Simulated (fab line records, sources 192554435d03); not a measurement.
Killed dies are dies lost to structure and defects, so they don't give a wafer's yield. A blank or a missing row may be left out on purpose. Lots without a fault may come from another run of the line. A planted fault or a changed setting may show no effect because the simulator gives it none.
Split-lot experiment | flow n5_finfet | 7 lots, 21 wafers read, on a route of 1938 steps

THE SPLIT
At N5_PASSIVATION_PECVD_35 (deposits SiNx from SiH4/NH3/N2, target thk 700 nm, time 151.3 s), the setting time_s was moved away from the recipe's 151.3 s on 9 of the 21 wafers read, by -11.7% to +10.0%. The other wafers ran this setting at the recipe's value.

The reading is taken at the split's own step.

THE READING
SiNx_of_PASSIVATION_PECVD_35.thk_nm (the simulator's own value, which no gauge read), in nm, at N5_PASSIVATION_PECVD_35 (deposits SiNx from SiH4/NH3/N2, target thk 700 nm, time 151.3 s). The file gives no usual value for it. The 12 wafers here that ran the recipe average 695.7 nm, standard deviation 11 nm.

wafer  | tool, chamber at the split | time_s as run, s | against the recipe | SiNx_of_PASSIVATION_PECVD_35.thk_nm, nm | against lot-mates on the recipe
L076.1 | pecvd-02, 2                | 151.3            | recipe             | 694                                     | -
L076.4 | pecvd-02, 0                | 162.6            | +7.5%              | 757.4                                   | +53.8
L076.6 | pecvd-02, 2                | 151.3            | recipe             | 713.2                                   | -
L079.1 | pecvd-01, 1                | 133.6            | -11.7%             | 627.8                                   | -63.6
L079.3 | pecvd-01, 2                | 151.3            | recipe             | 681                                     | -
L079.6 | pecvd-01, 1                | 151.3            | recipe             | 701.8                                   | -
L080.1 | pecvd-01, 2                | 151.3            | recipe             | 680.8                                   | -
L080.3 | pecvd-01, 0                | 140.7            | -7.0%              | 644.2                                   | -36.6
L080.4 | pecvd-01, 2                | 140.7            | -7.0%              | 639.6                                   | -41.2
L082.2 | pecvd-04, 1                | 166.5            | +10.0%             | 768.2                                   | +65.8
L082.3 | pecvd-04, 0                | 151.3            | recipe             | 693.2                                   | -
L082.5 | pecvd-04, 0                | 151.3            | recipe             | 711.6                                   | -
L086.2 | pecvd-04, 2                | 151.3            | recipe             | 689                                     | -
L086.3 | pecvd-04, 1                | 151.3            | recipe             | 681.8                                   | -
L086.5 | pecvd-04, 0                | 151.3            | recipe             | 709.6                                   | -
L089.2 | pecvd-01, 1                | 151.3            | recipe             | 692.4                                   | -
L089.4 | pecvd-01, 1                | 136              | -10.1%             | 631.2                                   | -61.2
L089.6 | pecvd-01, 0                | 136              | -10.1%             | 620.2                                   | -72.2
L090.1 | pecvd-02, 2                | 151.3            | recipe             | 700                                     | -
L090.5 | pecvd-02, 0                | 143.4            | -5.2%              | 676.6                                   | -23.4
L090.6 | pecvd-02, 1                | 143.4            | -5.2%              | 676                                     | -24.0

THE FIT
A straight line over all 21 wafers: SiNx_of_PASSIVATION_PECVD_35.thk_nm changes by +6.82 nm for each +1% of time_s; r = +0.96; the points scatter about the line by 11 nm.
The same after taking each lot's own level away (the mean of its wafers on the recipe; 21 wafers): +6.17 nm for each +1%; r = +0.97; scatter 8.5 nm.
On that fit, the largest move of time_s shifts the reading by 72 nm.
The lots' own levels span 680.80 to 703.60 nm, that is 2.0 times the standard deviation above.
So the lot-to-lot level changes the slope: the two fits differ.
Check: with one of the wafers moved furthest among these (-11.7%) left out of the fit, the line predicts -72.3 nm for it against its lot-mates. It came out at -63.6 nm against them.

OTHER SPLITS ON THESE WAFERS
These wafers also went through other splits before the reading. Each is held against what the fit with the lots' levels taken away leaves over:
other split on the same wafers         | wafers away from the commonest value | r with SiNx_of_PASSIVATION_PECVD_35.thk_nm (lot level and that fit taken away)
N5_BEOL_M14_PEB_26 peb_temp_c          | 6                                    | -0.23
N5_BEOL_M14_TRENCH_ETCH_34 bias_w      | 4                                    | -0.22
N5_MIM_BOT_SPUTTER_00 time_s           | 8                                    | +0.15
N5_PASSIVATION_SPUTTER_20 target_thk_a | 5                                    | -0.08
N5_PASSIVATION_EXPOSE_27 dose_mj       | 5                                    | -0.22

THE FILE'S OWN FIT
SiNx_of_PASSIVATION_PECVD_35.thk_nm changes by +6.09 nm for each +1% of time_s, r = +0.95.
